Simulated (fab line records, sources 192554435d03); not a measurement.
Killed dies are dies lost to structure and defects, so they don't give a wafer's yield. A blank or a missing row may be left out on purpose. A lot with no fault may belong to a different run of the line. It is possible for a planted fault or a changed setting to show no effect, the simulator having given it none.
Split-lot experiment + flow n5Finfet + 21 wafers read from 7 lots, route of 1938 steps

== SPLIT DETAILS ==
At N5_MOL_CONTACT_COAG_CVD_140 (deposits W, target thk 66.5 nm, time 215 s), the setting targetThkA was moved away from the recipe's 665 angstrom on 4 of the 21 wafers read, by -10.7% to +8.8%. For the rest of the wafers, this setting stayed at what the recipe calls for.

The reading comes from the split's own step.

== THE READING ==
W_of_MOL_CONTACT_COAG_CVD_140.thkNm (the simulator's own value, which no gauge read), in nm, at N5_MOL_CONTACT_COAG_CVD_140 (deposits W, target thk 66.5 nm, time 215 s). The file does not state a usual value for it. Across the 17 wafers here that went through the recipe, the average is 67.0 nm and the standard deviation 0.69 nm.

| wafer  | tool, chamber at the split | targetThkA as run, angstrom | against the recipe | W_of_MOL_CONTACT_COAG_CVD_140.thkNm, nm | against lot-mates on the recipe |
|--------|----------------------------|-----------------------------|--------------------|-----------------------------------------|---------------------------------|
| L077.1 | cvdW-01, 0                 | 665                         | recipe             | 66.6                                    | -                               |
| L077.2 | cvdW-01, 1                 | 665                         | recipe             | 67.4                                    | -                               |
| L077.5 | cvdW-01, 1                 | 665                         | recipe             | 66.8                                    | -                               |
| L078.1 | cvdW-01, 1                 | 665                         | recipe             | 66.4                                    | -                               |
| L078.4 | cvdW-01, 1                 | 665                         | recipe             | 66.8                                    | -                               |
| L078.6 | cvdW-01, 0                 | 723.5                       | +8.8%              | 72.6                                    | +6.0                            |
| L086.2 | cvdW-02, 1                 | 665                         | recipe             | 67.6                                    | -                               |
| L086.4 | cvdW-02, 0                 | 665                         | recipe             | 65.4                                    | -                               |
| L086.5 | cvdW-02, 0                 | 665                         | recipe             | 66                                      | -                               |
| L087.2 | cvdW-01, 1                 | 697.2                       | +4.8%              | 69.6                                    | +2.2                            |
| L087.3 | cvdW-01, 1                 | 665                         | recipe             | 67.4                                    | -                               |
| L087.5 | cvdW-01, 0                 | 697.2                       | +4.8%              | 69.4                                    | +2.0                            |
| L093.1 | cvdW-01, 0                 | 665                         | recipe             | 66.6                                    | -                               |
| L093.2 | cvdW-01, 1                 | 665                         | recipe             | 67.8                                    | -                               |
| L093.6 | cvdW-01, 1                 | 665                         | recipe             | 67.6                                    | -                               |
| L094.3 | cvdW-01, 0                 | 593.7                       | -10.7%             | 60.2                                    | -7.3                            |
| L094.4 | cvdW-01, 1                 | 665                         | recipe             | 67.6                                    | -                               |
| L094.5 | cvdW-01, 1                 | 665                         | recipe             | 67.4                                    | -                               |
| L097.3 | cvdW-02, 0                 | 665                         | recipe             | 66.4                                    | -                               |
| L097.4 | cvdW-02, 1                 | 665                         | recipe             | 67.8                                    | -                               |
| L097.6 | cvdW-02, 1                 | 665                         | recipe             | 67.8                                    | -                               |

FIT RESULTS
A straight line over all 21 wafers: W_of_MOL_CONTACT_COAG_CVD_140.thkNm changes by +0.613 nm for each +1% of targetThkA; r = +0.95; the points scatter about the line by 0.68 nm.
The same after taking each lot's own level away (the mean of its wafers on the recipe; 21 wafers): +0.636 nm for each +1%; r = +0.96; scatter 0.62 nm.
Per that fit: largest targetThkA move, reading shift of 6.8 nm.
The span of the lots' own levels, 66.33 to 67.50 nm, comes to 1.7 times the standard deviation stated above.
Consequently the slope shifts little with the lot-to-lot level, the two slopes agreeing.
Check: for one of the wafers moved furthest among these (-10.7%), held out of the fit, the line's prediction against its lot-mates is -6.41 nm. It came out at -7.3 nm against them.

== THESE WAFERS: OTHER SPLITS ==
Before the reading, these wafers also passed through other splits. Each is held against what the fit with the lots' levels taken away leaves over:
| other split on the same wafers      | wafers away from the commonest value | r with W_of_MOL_CONTACT_COAG_CVD_140.thkNm (lot level and that fit taken away) |
|-------------------------------------|--------------------------------------|--------------------------------------------------------------------------------|
| N5_GATE_CUT_COAT_35 spinRpm         | 11                                   | +0.05                                                                          |
| N5_MOL_CONTACT_COAG_COAT_76 spinRpm | 8                                    | +0.06                                                                          |

== THE FILE'S OWN FIT ==
W_of_MOL_CONTACT_COAG_CVD_140.thkNm changes by +0.654 nm for each +1% of targetThkA, r = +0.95.
